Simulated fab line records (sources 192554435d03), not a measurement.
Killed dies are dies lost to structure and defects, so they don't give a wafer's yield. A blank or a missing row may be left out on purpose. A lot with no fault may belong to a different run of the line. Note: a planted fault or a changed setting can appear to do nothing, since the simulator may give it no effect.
Comparing a struck lot with a sound one | flow n5 finfet | 30 steps out of a route of 1938
Sound: these wafers, L969.1, L969.4, L969.5. Struck: wafers L966.2, L966.4. The cause is named last.
Per side, at each step with rows, come the tool, then ch with its chambers, and then its first start. Under that, the readings that differ: sound wafers | struck wafers | difference of the means | sigmas: that difference in standard deviations of wafers without a fault.
alike: words and numbers the same on both sides, and readings whose means are apart by under 2 such deviations; not compared: readings that were withheld, readings missing a value for some wafer, numbers with overlapping values and no deviation given by the record, and bounds like >300 which may hide the same value.
The two part at a step that has a row with sigmas, a row that says differs or no value, or rows on one side only. When numbers do not overlap yet have no deviation, they are printed without sigmas and do not part them. A reading missing from all wafers of one side parts the sides only when that side holds two or more wafers.

first, 10 steps without rows for these wafers: N5_WELL_APT_DESCUM_30 (chemistry O2, time 7.9 s); N5_WELL_APT_IMPLANT_31; N5_WELL_APT_IMPLANT_32; N5_WELL_APT_STRIP_33 (strips in SPM, time 900 s); N5_WELL_APT_RTA_34 (time 10 s); N5_WELL_APT_OXIDE_STRIP_42 (strips SiO2 in dHF, time 45 s, target depth 12 nm); N5_WELL_APT_PRECLEAN_36 (cleans in O3/DIW, time 45 s); N5_WELL_APT_PRECLEAN_39 (cleans in dHF, time 60 s); N5_WELL_APT_SRD_37 (time 30 s); N5_WELL_APT_EPI_41 (deposits Si from SiH4/H2, target thk 50 nm, time 297.7 s).
N5_PMOS_HMC_CHANNEL_EPI_HM_DEP_34: deposits SiO2 from TEOS/O2, target thk 36 nm, time 6.9 s.
  sound on pecvd-01 ch 0,1,2, day 6 05:33; struck on pecvd-02 ch 1, day 5 10:42
  reading                                                  | sound             | struck      | difference | sigmas
  model.SiO2_of_PMOS_HMC_CHANNEL_EPI_HM_DEP_34.thk nm (nm) | 35.33 35.87 36.18 | 56.83 57.71 | +21.48     |
  alike: heater power w, showerhead plenum p Torr, throttle valve pct
then, 15 steps without rows for these wafers: N5_PMOS_HMC_CHANNEL_EPI_COAT_31 (time 60 s, resist thk 66 nm); N5_PMOS_HMC_CHANNEL_EPI_COAT_03 (resist thk 205 nm); N5_PMOS_HMC_CHANNEL_EPI_EBR_05; N5_PMOS_HMC_CHANNEL_EPI_SOFTBAKE_04 (time 60 s); N5_PMOS_HMC_CHANNEL_EPI_EXPOSE_06 (exposes mask PMOS HMC BLK, target cd 240 nm); N5_PMOS_HMC_CHANNEL_EPI_PEB_07 (peb time 60 s); N5_PMOS_HMC_CHANNEL_EPI_DEVELOP_08 (develop time 30 s); N5_PMOS_HMC_CHANNEL_EPI_DESCUM_14 (chemistry O2, time 7.9 s); N5_PMOS_HMC_CHANNEL_EPI_ETCH_32 (etches BARC in N2/H2, stops on SiO2, target depth 85.8 nm, time 50.3 s); N5_PMOS_HMC_CHANNEL_EPI_HM_OPEN_15 (chemistry CHF3/O2, target SiO2, target depth 40.6 nm, time 20.3 s); N5_PMOS_HMC_CHANNEL_EPI_STRIP_33 (strips in N2/H2); N5_PMOS_HMC_CHANNEL_EPI_STRIP_17 (strips in SPM, time 750 s); N5_PMOS_HMC_CHANNEL_EPI_ETCH_38 (etches SiO2 in CF4, target depth 1.5 nm); N5_PMOS_HMC_CHANNEL_EPI_FIN_RECESS_16 (chemistry HBr/Cl2, target Si, target depth 54 nm, time 18 s); N5_PMOS_HMC_CHANNEL_EPI_PRECLEAN_36 (cleans in O3/DIW, time 45 s).
N5_PMOS_HMC_CHANNEL_EPI_PRECLEAN_18: cleans in DHF, time 30 s.
  sound on wet bench-04 ch 0,2,3, day 6 06:38; struck on wet bench-01 ch 2,6, day 5 11:50
  reading                                                  | sound             | struck      | difference | sigmas
  model.SiO2_of_PMOS_HMC_CHANNEL_EPI_HM_DEP_34.thk nm (nm) | 24.07 24.68 24.85 | 45.59 46.52 | +21.52     |
then, 1 step without rows for these wafers: N5_PMOS_HMC_CHANNEL_EPI_SRD_19 (time 30 s).
-- record jumps: 7 days separate the struck wafers' starts on either side; left off in module PMOS_HMC_CHANNEL_EPI, taken up again in module BEOL_M4, whose first shown step is the route's number 1111 --
N5_BEOL_M4_RC_MEAS_101:
  sound on prober-02 ch 0, day 13 06:02; struck on prober-02 ch 0, day 12 20:30
  alike: DIBL_N, DIBL_P, IOFF_N, IOFF_P, ION_N, ION_P, SS_N, SS_P, VT_N, VT_P
-- the record jumps here: 4 days lie between the struck wafers' starts before and after (it left off in module BEOL_M4 and takes up again in module PASSIVATION, whose first step shown is number 1936 of the route) --
N5_PASSIVATION_PROBE_49:
  the record has rows for the struck wafers here (prober-02, day 17 07:25) and none for the sound ones

== WHERE THEY PART ==
N5_PASSIVATION_PROBE_49 only, going by this record.

WHY: whatever the simulator had introduced
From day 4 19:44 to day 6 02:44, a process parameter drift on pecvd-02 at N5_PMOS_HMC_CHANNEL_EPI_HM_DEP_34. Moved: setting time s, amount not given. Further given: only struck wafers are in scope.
